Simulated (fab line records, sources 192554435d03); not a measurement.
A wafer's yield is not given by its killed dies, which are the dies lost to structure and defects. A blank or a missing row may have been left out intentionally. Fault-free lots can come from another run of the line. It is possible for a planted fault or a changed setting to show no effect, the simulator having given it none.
fab line records -- flow n5Finfet
[record] lots = 11, wafers = 32, lastDay = 17
route steps=1938 shown BEOL_M15@1813 PAD_METAL@1894 PASSIVATION@1908
lots that met no fault: taken from a fault-free run of the same line
startH: hours from the record's opening day to when the first of the lot's shown wafers began -- waitH: time in hours since the lot's previous step -- " same as the row above -- L1.1+2: a single row standing in for several wafers -- - either no value or no given start -- * or withheld: withheld -- < > ~ a bound
route shown NAME@n: a module of which the file shows steps, and the number in the route of the first -- usual: mean/standard deviation taken from wafers without a fault -- same: alike in all rows -- chamber/n: place in a boat -- sites: each site's reading -- _std_site: standard deviation across them -- _edge_site: outer sites' mean less inner sites' -- radiusMm: how far each site lies from the wafer's centre -- mask NAME#n: copy n -- behind: tool/chamber where the wafer was last shaped -- hold: reason for holding the lot/hours on hold/outcome of the hold -- device: names the non-switching transistor (n, p or np) -- end of line: the tests these same wafers got at the end of their route -- a step without rows: its recipe alone -- killed: not the wafer's yield, but the dies lost to structure and defects at the first sort -- map: a wafer's dies, x killed, . not, _ none there
set.NAME: the run value of the setting; set.NAME@STEP: its run value at that earlier step -- model.NAME: the simulator's own value behind a step, which no gauge read
steps of the route over a sample of lots; a table a step, a row a wafer
services: a tool's chamber out of use, with start hour (startH, from the record's first day; less than 0 if before it), hours out, and reason
[[steps]]
[step N5_BEOL_M15_STRIP_37]
[recipe] chemistry = O2, powerW = 600, tempC = 60, pressureMtorr = 30, rfFrequencyHz = 6e+07, biasPowerW = 0, overashFraction = 0.3, o2FlowSccm = 225
[usual] drypumpMotorCurrentA = 5.5/0.44, oesProductAu = 0.79/0.077, rfVppV = 3.6/0.63, showerheadPlenumPTorr = 2.09/0.084, tempC = 60.00/0.12, throttleValvePct = 16.6/0.3
[same] overashFraction = 0.3
lot.wafer,tool,chamber,startH,waitH,drypumpMotorCurrentA,oesProductAu,rfHoursCounterH,rfVppV,showerheadPlenumPTorr,tempC,throttleValvePct
L975.1,rieDiel-04,3,-,-,5.4,0.82,65,3.6,2.23,60.08,16.3
L975.2,rieDiel-04,0,-,-,6.2,0.82,77,4.2,2.02,60.11,16.8
L975.3,rieDiel-04,1,-,-,5.1,0.93,10,4.1,2.04,59.88,16.3
L974.3,rieDiel-03,0,-,-,5.8,0.69,209,3.9,2.19,59.95,17.3
L974.4,rieDiel-03,3,-,-,5.9,0.85,-,3.3,2.12,60.26,16.5
L974.6,rieDiel-03,1,-,-,4.9,0.89,-,3.5,2.14,59.95,16.6
L978.4,rieDiel-04,3,-,-,5.4,0.82,70,4.2,2.23,60.05,16.3
L978.5,rieDiel-04,1,-,-,5.0,0.92,-,3.6,2.03,59.85,16.3
L978.6,rieDiel-04,0,-,-,6.3,0.81,-,4.5,2.02,59.89,16.8
L979.2,rieDiel-05,2,-,-,5.8,0.71,176,3.8,2.11,59.94,17.0
L979.3,rieDiel-05,3,-,-,5.4,0.80,110,2.7,2.12,59.75,16.9
L979.4,rieDiel-05,1,-,-,5.5,0.72,201,3.7,2.01,59.67,16.6
L980.3,rieDiel-04,0,-,-,6.3,0.79,84,3.8,2.02,59.94,16.8
L980.4,rieDiel-04,2,-,-,5.0,0.71,214,3.9,1.98,60.04,16.7
L980.6,rieDiel-04,2,-,-,5.0,0.70,-,2.8,1.98,60.07,16.7
L987.1,rieDiel-05,2,-,-,5.8,0.70,191,3.1,2.10,60.08,17.0
L987.2,rieDiel-05,1,-,-,5.5,0.71,215,4.4,2.00,59.96,16.6
L987.6,rieDiel-05,1,-,-,5.5,0.70,-,5.0,2.00,59.95,16.6
L985.1,rieDiel-05,3,-,-,5.4,0.77,126,4.6,2.12,59.88,16.9
L985.2,rieDiel-05,2,-,-,5.8,0.70,191,4.1,2.10,60.03,17.0
L985.5,rieDiel-05,3,-,-,5.4,0.76,-,3.4,2.12,60.02,16.9
L989.1,rieDiel-05,3,-,-,5.4,0.78,129,3.4,2.12,60.00,16.9
L989.4,rieDiel-05,0,-,-,6.1,0.85,85,4.6,2.04,60.00,16.3
L989.5,rieDiel-05,2,-,-,5.8,0.69,-,3.6,2.10,59.95,17.0
L991.5,rieDiel-03,1,-,-,4.9,0.83,-,3.0,2.13,59.97,16.6
L991.6,rieDiel-03,2,-,-,6.0,0.91,-,2.5,2.24,59.90,16.3
L993.3,rieDiel-04,3,-,-,5.4,0.79,100,3.2,2.22,60.10,16.3
L993.5,rieDiel-04,0,-,-,6.3,0.77,-,4.3,2.01,60.10,16.8
L993.6,rieDiel-04,3,-,-,5.4,0.78,-,2.4,2.22,60.08,16.3
L992.2,rieDiel-04,1,-,-,5.0,0.86,45,2.9,2.02,59.88,16.4
L992.3,rieDiel-04,0,-,-,6.3,0.78,110,3.4,2.01,60.02,16.8
L992.4,rieDiel-04,1,-,-,5.0,0.85,-,3.0,2.02,60.01,16.4
[step N5_BEOL_M15_SPUTTER_43]
[recipe] material = TaN, targetThkA = 150, tempC = 50, biasV = 168.6, powerW = 15000, chamberPressurePa = 0.12, timeS = 24.19
[usual] throttleValvePct = 29.8/1.1
lot.wafer,tool,chamber,startH,waitH,throttleValvePct
L975.1,pvdSputter-01,-,284.44,0.0,30.2
L975.2,pvdSputter-01,-,284.44,0.0,30.5
L975.3,pvdSputter-01,-,284.44,0.0,29.2
L974.3,pvdSputter-01,-,289.50,0.0,32.4
L974.4,pvdSputter-01,-,289.50,0.0,29.9
L974.6,pvdSputter-01,-,289.50,0.0,28.6
L978.4,pvdSputter-02,-,301.10,0.0,29.1
L978.5,pvdSputter-02,-,301.10,0.0,29.2
L978.6,pvdSputter-02,-,301.10,0.0,28.9
L979.2,pvdSputter-01,-,307.10,0.0,29.2
L979.3,pvdSputter-01,-,307.10,0.0,30.2
L979.4,pvdSputter-01,-,307.10,0.0,32.2
L980.3,pvdSputter-03,-,307.23,0.0,29.0
L980.4,pvdSputter-03,-,307.23,0.0,30.4
L980.6,pvdSputter-03,-,307.23,0.0,29.4
L987.1,pvdSputter-01,-,354.00,0.0,31.0
L987.2,pvdSputter-01,-,354.00,0.0,29.2
L987.6,pvdSputter-01,-,354.00,0.0,29.0
L985.1,pvdSputter-01,-,357.70,0.0,32.2
L985.2,pvdSputter-01,-,357.70,0.0,29.0
L985.5,pvdSputter-01,-,357.70,0.0,29.0
L989.1,pvdSputter-01,-,370.67,0.0,30.0
L989.4,pvdSputter-01,-,370.67,0.0,32.3
L989.5,pvdSputter-01,-,370.67,0.0,30.9
L991.5,pvdSputter-02,-,375.91,0.0,28.9
L991.6,pvdSputter-02,-,375.91,0.0,29.7
L993.3,pvdSputter-02,-,387.71,0.0,28.4
L993.5,pvdSputter-02,-,387.71,0.0,28.4
L993.6,pvdSputter-02,-,387.71,0.0,29.6
L992.2,pvdSputter-02,-,388.39,0.0,29.5
L992.3,pvdSputter-02,-,388.39,0.0,29.4
L992.4,pvdSputter-02,-,388.39,0.0,28.4
[step N5_PASSIVATION_PRE_CLEAN_19]
[recipe] gas = H2/He, timeS = *, tempC = *
[usual] heaterPowerW = 447/38
lot.wafer,tool,chamber,startH,waitH,heaterPowerW
L975.1,pvdSputter-02,-,292.50,0.0,447
L975.2,pvdSputter-02,-,292.50,0.0,388
L975.3,pvdSputter-02,-,292.50,0.0,457
L974.3,pvdSputter-02,-,300.44,0.0,463
L974.4,pvdSputter-02,-,300.44,0.0,471
L974.6,pvdSputter-02,-,300.44,0.0,384
L978.4,pvdSputter-03,-,311.14,0.0,422
L978.5,pvdSputter-03,-,311.14,0.0,422
L978.6,pvdSputter-03,-,311.14,0.0,415
L979.2,pvdSputter-03,-,316.70,0.0,428
L979.3,pvdSputter-03,-,316.70,0.0,413
L979.4,pvdSputter-03,-,316.70,0.0,408
L980.3,pvdSputter-01,-,320.49,0.0,487
L980.4,pvdSputter-01,-,320.49,0.0,489
L980.6,pvdSputter-01,-,320.49,0.0,524
L987.1,pvdSputter-03,-,363.80,0.0,407
L987.2,pvdSputter-03,-,363.80,0.0,428
L987.6,pvdSputter-03,-,363.80,0.0,410
L985.1,pvdSputter-03,-,369.93,0.0,418
L985.2,pvdSputter-03,-,369.93,0.0,426
L985.5,pvdSputter-03,-,369.93,0.0,387
L989.1,pvdSputter-02,-,379.61,0.0,438
L989.4,pvdSputter-02,-,379.61,0.0,484
L989.5,pvdSputter-02,-,379.61,0.0,474
L991.5,pvdSputter-01,-,384.67,0.0,479
L991.6,pvdSputter-01,-,384.67,0.0,488
L993.3,pvdSputter-02,-,396.39,0.0,466
L993.5,pvdSputter-02,-,396.39,0.0,427
L993.6,pvdSputter-02,-,396.39,0.0,468
L992.2,pvdSputter-01,-,401.45,0.0,479
L992.3,pvdSputter-01,-,401.45,0.0,504
L992.4,pvdSputter-01,-,401.45,0.0,472
[step N5_PASSIVATION_DESCUM_32]
[recipe] chemistry = O2, timeS = 7.9, sourcePowerW = 50, biasPowerW = 20, pressureMtorr = 20, rfFrequencyHz = 2.712e+07, tempC = 40, o2FlowSccm = 225
[usual] drypumpMotorCurrentA = 5.9/0.37, oesProductAu = 0.83/0.063, rfVppV = 243.3/1.2, showerheadPlenumPTorr = 2.10/0.062, tempC = 39.99/0.1, throttleValvePct = 20.46/0.21
lot.wafer,tool,chamber,startH,waitH,drypumpMotorCurrentA,oesProductAu,rfHoursCounterH,rfVppV,showerheadPlenumPTorr,tempC,throttleValvePct
L975.1,rieDiel-01,1,293.69,0.4,6.1,0.87,38,242.1,2.06,40.12,20.37
L975.2,rieDiel-01,3,293.69,0.4,5.3,0.84,67,244.9,2.23,40.15,20.72
L975.3,rieDiel-01,2,293.69,0.4,5.9,0.97,6,245.2,2.15,39.78,20.34
L974.3,rieDiel-02,1,301.18,0.1,5.5,0.70,250,242.9,2.15,39.81,20.89
L974.4,rieDiel-02,3,301.18,0.1,5.5,0.81,62,244.5,2.15,39.99,20.22
L974.6,rieDiel-02,0,301.18,0.1,6.0,0.80,-,242.8,2.11,39.80,20.27
L978.4,rieDiel-06,0,311.87,0.1,6.2,0.83,-,241.6,2.03,40.00,20.67
L978.5,rieDiel-06,1,311.87,0.1,6.5,0.86,-,244.2,2.14,40.01,20.75
L978.6,rieDiel-06,2,311.87,0.1,5.7,0.81,-,241.9,2.02,40.08,20.33
L979.2,rieDiel-01,1,317.53,0.0,6.1,0.85,48,242.9,2.06,40.07,20.38
L979.3,rieDiel-01,3,317.53,0.0,5.3,0.83,78,244.8,2.22,39.90,20.72
L979.4,rieDiel-01,1,317.53,0.0,6.1,0.85,-,242.2,2.05,40.07,20.37
L980.3,rieDiel-06,0,321.32,0.0,6.2,0.82,77,241.2,2.03,40.07,20.66
L980.4,rieDiel-06,2,321.32,0.0,5.7,0.81,92,240.7,2.02,40.07,20.33
L980.6,rieDiel-06,1,321.32,0.0,6.5,0.85,-,244.1,2.14,40.04,20.76
L987.1,rieDiel-06,2,364.79,0.2,5.7,0.80,109,242.5,2.01,40.00,20.35
L987.2,rieDiel-06,3,364.79,0.2,5.4,0.97,16,243.2,2.04,40.22,20.40
L987.6,rieDiel-06,3,364.79,0.2,5.4,0.96,-,243.2,2.05,40.17,20.39
L985.1,rieDiel-02,1,370.99,0.2,5.5,0.93,21,244.9,2.14,40.00,20.62
L985.2,rieDiel-02,3,370.99,0.2,5.5,0.79,83,243.8,2.14,40.13,20.25
L985.5,rieDiel-02,0,370.99,0.2,6.0,0.78,-,243.3,2.10,40.07,20.30
L989.1,rieDiel-06,3,380.38,0.1,5.4,0.93,22,243.2,2.04,39.91,20.39
L989.4,rieDiel-06,0,380.38,0.1,6.2,0.80,98,242.6,2.03,39.96,20.71
L989.5,rieDiel-06,3,380.38,0.1,5.4,0.94,-,243.2,2.04,40.03,20.40
L991.5,rieDiel-02,2,385.56,0.2,6.2,0.81,-,242.5,2.10,39.95,20.23
L991.6,rieDiel-02,3,385.56,0.2,5.5,0.79,-,243.2,2.14,40.17,20.26
L993.3,rieDiel-02,3,397.09,0.0,5.5,0.78,92,243.7,2.14,40.00,20.25
L993.5,rieDiel-02,2,397.09,0.0,6.2,0.79,-,243.3,2.10,39.98,20.23
L993.6,rieDiel-02,3,397.09,0.0,5.5,0.79,-,243.8,2.14,39.89,20.26
L992.2,rieDiel-06,1,402.28,0.0,6.5,0.81,96,243.3,2.13,40.10,20.80
L992.3,rieDiel-06,3,402.28,0.0,5.4,0.92,28,242.8,2.04,40.03,20.40
L992.4,rieDiel-06,0,402.28,0.0,6.2,0.79,104,241.4,2.02,39.92,20.72
[step N5_PASSIVATION_PROBE_49]
[usual] defectLimitedYield = 91.2/1.3, killed_at_M0_to_M3 = 34/10, killed_at_M4_up = 13/4.6, killedAtContacts = 13/5.5, killedAtFrontEnd = 41/12, killedAtOther = 2.8/2.4, killedDies = 104/16, killedOnRim = 14/4.2, killedOpen = 67/12, killedShort = 33/7.2, sort_bin_5_function = 5.1/0.86, sort_bin_6_memory = 3.3/0.62, sort_bin_8_speed = 0.00/0.014, sortNPass = 1076/16
[same] grossDies = 1180, killedAtBackSide = 0, sort_bin_4_leakage[%] = 0
lot.wafer,tool,chamber,startH,waitH,defectLimitedYield[%],killed_at_M0_to_M3,killed_at_M4_up,killedAtContacts,killedAtFrontEnd,killedAtOther,killedDies,killedOnRim,killedOpen,killedShort,sort_bin_5_function[%],sort_bin_6_memory[%],sort_bin_8_speed[%],sortNPass
L974.3,prober-02,-,306.14,0.1,91.0,42,13,13,37,1,106,13,77,24,5.1,3.1,0,1074
L974.4,prober-02,-,306.19,0.2,90.3,33,14,15,50,3,115,14,71,43,5.4,4.0,0,1065
L974.6,prober-02,-,306.29,0.3,90.4,38,17,11,46,1,113,15,73,35,5.8,3.1,0,1067
L980.3,prober-01,-,326.19,0.1,91.4,23,10,10,56,3,102,20,54,33,4.7,2.7,0,1078
L980.4,prober-01,-,326.24,0.2,92.2,31,8,10,43,0,92,14,52,30,4.5,2.6,0,1088
L980.6,prober-01,-,326.34,0.3,91.7,32,11,21,31,3,98,16,57,35,5.1,3.1,0,1082
L987.1,prober-01,-,369.72,0.0,82.9,39,12,15,38,98,202,36,80,23,9.2,4.6,0,978
L987.2,prober-01,-,369.77,0.1,80.0,12,13,4,38,169,236,22,51,22,12.4,3.3,0,944
L987.6,prober-01,-,369.97,0.3,80.1,47,3,12,38,135,235,32,71,27,12.3,3.9,0,945
L985.1,prober-01,-,376.01,0.0,82.8,23,17,12,29,122,203,30,50,28,10.3,3.3,0,977
L985.2,prober-01,-,376.06,0.1,85.5,16,8,4,32,111,171,28,42,15,7.5,3.0,0.17,1009
L985.5,prober-01,-,376.21,0.2,80.3,20,12,8,44,148,232,23,54,29,11.3,4.3,0,948
L991.5,prober-01,-,390.63,0.2,90.4,34,4,11,63,1,113,13,70,34,6.2,2.6,0,1067
L991.6,prober-01,-,390.68,0.3,92.3,39,15,8,25,4,91,13,63,25,4.4,3.2,0,1089
// killed by level:class
L974.3 BEOL_M1:geometricParticle:open=17 MOL_CONTACT_COAG:geometricParticle:open=11 FIN_SAQP:geometricParticle:open=6 DUMMY_GATE:geometricParticle:open=6 STI_FIN_REVEAL:geometricParticle:open=5 BEOL_M0_SAQP:geometricParticle:open=5 BEOL_M4:geometricParticle:open=5 BEOL_M0_SAQP:geometricParticle:short=4
L974.4 FIN_SAQP:geometricParticle:open=18 MOL_CONTACT_COAG:geometricParticle:open=10 BEOL_M1:geometricParticle:open=8 BEOL_M0_SAQP:geometricParticle:short=7 BEOL_M0_SAQP:geometricParticle:open=6 FIN_SAQP:geometricParticle:short=5 ILD0:geometricParticle:short=5 GATE_CUT:geometricParticle:short=5
L974.6 FIN_SAQP:geometricParticle:open=11 BEOL_M0_SAQP:geometricParticle:open=11 MOL_CONTACT_COAG:geometricParticle:open=9 BEOL_M1:geometricParticle:open=7 BEOL_M2:geometricParticle:open=6 DUMMY_GATE:geometricParticle:open=5 GATE_CUT:geometricParticle:short=5 STARTING-WAFER:geometricParticle:short=5
L980.3 STI_FIN_REVEAL:geometricParticle:open=11 GATE_CUT:geometricParticle:short=9 HKMG_FIN:areaEtch=9 FIN_SAQP:geometricParticle:open=8 MOL_CONTACT_COAG:geometricParticle:open=7 BEOL_M0_SAQP:geometricParticle:short=6 DUMMY_GATE:geometricParticle:open=4 BEOL_M1:geometricParticle:open=4
L980.4 MOL_CONTACT_COAG:geometricParticle:open=8 GATE_CUT:geometricParticle:short=7 BEOL_M1:geometricParticle:open=7 HKMG_FIN:areaEtch=6 BEOL_M3:geometricParticle:open=5 FIN_SAQP:geometricParticle:open=4 GATE_CUT:geometricParticle:open=4 BEOL_M0_SAQP:geometricParticle:open=4
L980.6 MOL_CONTACT_COAG:geometricParticle:open=14 BEOL_M0_SAQP:geometricParticle:short=8 MOL_CONTACT_COAG:geometricParticle:short=7 GATE_CUT:geometricParticle:short=6 BEOL_M1:geometricParticle:open=6 GATE_CUT:geometricParticle:open=5 BEOL_M0_SAQP:geometricParticle:open=5 STI_FIN_REVEAL:geometricParticle:open=4
L987.1 PAD_METAL:unspecified=95 FIN_SAQP:geometricParticle:open=14 MOL_CONTACT_COAG:geometricParticle:open=11 BEOL_M0_SAQP:geometricParticle:open=11 BEOL_M0_SAQP:geometricParticle:short=9 BEOL_M2:geometricParticle:open=9 BEOL_M1:geometricParticle:open=8 BEOL_M5:geometricParticle:open=7
L987.2 PAD_METAL:unspecified=160 FIN_SAQP:geometricParticle:open=9 STI_FIN_REVEAL:geometricParticle:open=6 FIN_SAQP:geometricParticle:short=4 BEOL_M2:geometricParticle:open=4 BEOL_M0_SAQP:geometricParticle:short=4 STARTING-WAFER:geometricParticle:open=4 GATE_CUT:geometricParticle:open=3
L987.6 PAD_METAL:unspecified=131 BEOL_M0_SAQP:geometricParticle:open=15 BEOL_M2:geometricParticle:open=15 FIN_SAQP:geometricParticle:short=8 MOL_CONTACT_COAG:geometricParticle:open=7 FIN_SAQP:geometricParticle:open=6 BEOL_M0_SAQP:geometricParticle:short=6 STARTING-WAFER:geometricParticle:open=6
L985.1 PAD_METAL:unspecified=121 FIN_SAQP:geometricParticle:open=15 MOL_CONTACT_COAG:geometricParticle:open=8 BEOL_M0_SAQP:geometricParticle:open=7 BEOL_M0_SAQP:geometricParticle:short=5 GATE_CUT:geometricParticle:short=4 MOL_CONTACT_COAG:geometricParticle:short=4 FIN_SAQP:geometricParticle:short=3
L985.2 PAD_METAL:unspecified=107 FIN_SAQP:geometricParticle:open=13 FIN_SAQP:geometricParticle:short=6 STARTING-WAFER:geometricParticle:open=5 MOL_CONTACT_COAG:geometricParticle:open=4 BEOL_M2:geometricParticle:open=3 GATE_CUT:geometricParticle:open=2 BEOL_M0_SAQP:geometricParticle:open=2
L985.5 PAD_METAL:unspecified=144 FIN_SAQP:geometricParticle:open=15 FIN_SAQP:geometricParticle:short=10 MOL_CONTACT_COAG:geometricParticle:open=7 BEOL_M2:geometricParticle:open=5 BEOL_M3:geometricParticle:open=4 FIN_CUT:geometricParticle:open=3 GATE_CUT:geometricParticle:short=3
L991.5 STI_FIN_REVEAL:geometricParticle:open=14 FIN_SAQP:geometricParticle:open=12 FIN_SAQP:geometricParticle:short=9 BEOL_M0_SAQP:geometricParticle:open=9 BEOL_M1:geometricParticle:open=7 DUMMY_GATE:geometricParticle:open=7 MOL_CONTACT_COAG:geometricParticle:short=6 BEOL_M2:geometricParticle:open=6
L991.6 BEOL_M0_SAQP:geometricParticle:open=10 STI_FIN_REVEAL:geometricParticle:open=7 MOL_CONTACT_COAG:geometricParticle:open=7 BEOL_M0_SAQP:geometricParticle:short=7 BEOL_M0:geometricParticle:open=7 GATE_CUT:geometricParticle:short=6 BEOL_M4:geometricParticle:open=5 BEOL_M2:geometricParticle:open=5
[[services]]
tool,chamber,startH,hours,kind
rieDiel-01,2,261.77,-,clean
rieDiel-01,2,261.77,-,consumableReplace:focusRing
rieDiel-01,2,261.77,11.2,scheduledDown
rieDiel-01,2,261.77,11.2,ventCycle
rieDiel-05,-,265.91,4.3,pm
rieDiel-05,-,283.06,1.3,repair
rieDiel-03,2,284.87,-,clean
rieDiel-02,1,302.20,-,clean
rieDiel-02,1,302.20,-,consumableReplace:focusRing
rieDiel-02,1,302.20,17.0,scheduledDown
rieDiel-02,1,302.20,17.0,ventCycle
rieDiel-06,3,303.32,-,clean
rieDiel-06,3,303.32,-,consumableReplace:focusRing
rieDiel-06,3,303.32,15.4,scheduledDown
rieDiel-06,3,303.32,15.4,ventCycle
rieDiel-04,2,310.40,11.5,repair
rieDiel-01,2,315.73,7.1,repair
rieDiel-02,3,350.59,13.3,repair
rieDiel-05,0,359.28,1.5,repair
pvdSputter-02,-,366.38,0.7,repair
rieDiel-02,1,372.17,3.1,repair
rieDiel-05,3,373.86,6.3,repair
rieDiel-04,2,377.70,15.9,repair
rieDiel-03,3,383.78,2.1,repair
[[key]]
[firstSign] step = N5_PASSIVATION_PROBE_49, reading = killedAtOther, direction = up, sigmas = 53, usual = 2.8, struck = 130.5
[effect] step = N5_PASSIVATION_PROBE_49, reading = defectLimitedYield, direction = down, sigmas = 7, usual = 91.2, struck = 81.9
[moreKillsBornAt] N5_PASSIVATION_PRE_CLEAN_19@pvdSputter-03 = 758
metAt N5_PASSIVATION_PRE_CLEAN_19
struckLots L985,L987
notActingAt N5_BEOL_M15_STRIP_37,N5_BEOL_M15_SPUTTER_43,N5_PASSIVATION_DESCUM_32
onsetBetween 316.70 363.80
[fault] kind = chamberParticleSource, tool = pvdSputter-03, chamber = -, onsetH = 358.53, steps = N5_PASSIVATION_PRE_CLEAN_19, ratePerVisitCm2 = 2.0243, endH = 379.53
